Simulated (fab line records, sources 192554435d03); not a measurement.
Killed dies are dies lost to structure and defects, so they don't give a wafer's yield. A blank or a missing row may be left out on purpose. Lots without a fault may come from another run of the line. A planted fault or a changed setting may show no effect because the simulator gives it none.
Problem report in the 8D (eight disciplines) form, filled by code | flow n5_finfet | the parts of the form that need people (team, actions taken, sign-off) are left out

1. THE PROBLEM
spin_speed_rpm at N5_SD_EPI_N_COAT_32 reads a mean of 1662.4 rpm on 6 wafers of 2 lots; wafers without a fault read 1500.0 rpm with a standard deviation of 0.85. That is +99 or more standard deviations from the usual mean.
The step: time 60 s, resist thk 350 nm.
First seen on wafer L375.2, day 4 18:29, on litho_track-03. The record holds 18 wafers of 6 lots with a number at this step. Rule for "out", or "out of limits": more than 4 standard deviations from the usual mean. The other wafers with a number count as sound.

2. WHAT IT IS AND WHAT IT IS NOT
question                    | is                     | is not
which readings at this step | spin_speed_rpm         | heater_power_total_W, resist_line_temp_C
which lots                  | L375, L376             | L372, L373, L386, L389
which wafers of those lots  | all that have a number | -
read on which tools         | litho_track-03         | litho_track-02, litho_track-04
when                        | from day 4 18:29       | up to then (6 sound wafers); but 6 sound wafers of L386, L389 came after

3. SUSPECTS, AND WHAT RULES EACH OUT
Counting: a tool at a process step up to the reading stays a suspect if it ran every lot that is out and no sound lot after the first of them.
- litho_track-03 at N5_SD_EPI_N_COAT_32 (time 60 s, resist thk 350 nm): ruled out as a lasting fault. Sound lots L389 ran on it after its first lot that is out, L375 (day 4 18:29).
Left after counting: nothing in the record.

4. THE CAUSE (what the simulator had put in)
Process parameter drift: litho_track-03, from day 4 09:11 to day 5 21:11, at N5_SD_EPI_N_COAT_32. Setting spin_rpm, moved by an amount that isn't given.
Counting ruled it out, wrongly.

5. THE CHAIN OF EFFECTS, in route order
Each row: a reading whose mean over the struck wafers that have a number lies more than 3 standard deviations from the usual. Only readings for which the record gives a usual standard deviation are gone through. hours: the time from each lot's start at the first step in this table that gives one to its start at this step, as a median over the lots. sigmas: the change in usual standard deviations.
hours | step                | reading        | usual      | on struck wafers | change | sigmas
0     | N5_SD_EPI_N_COAT_32 | spin_speed_rpm | 1500.0 rpm | 1662.4           | +162.4 | +99 or more
The process steps in it:
- N5_SD_EPI_N_COAT_32: time 60 s, resist thk 350 nm.
Later measuring or inspecting steps at which every struck wafer that the step has a row for has a number for every such reading, and none has moved that far: N5_BEOL_M4_RC_MEAS_101.

6. WHAT WOULD HAVE CAUGHT IT SOONER
In this record the first reading out of limits was taken at day 4 18:29, 9 hours after the fault began at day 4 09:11.
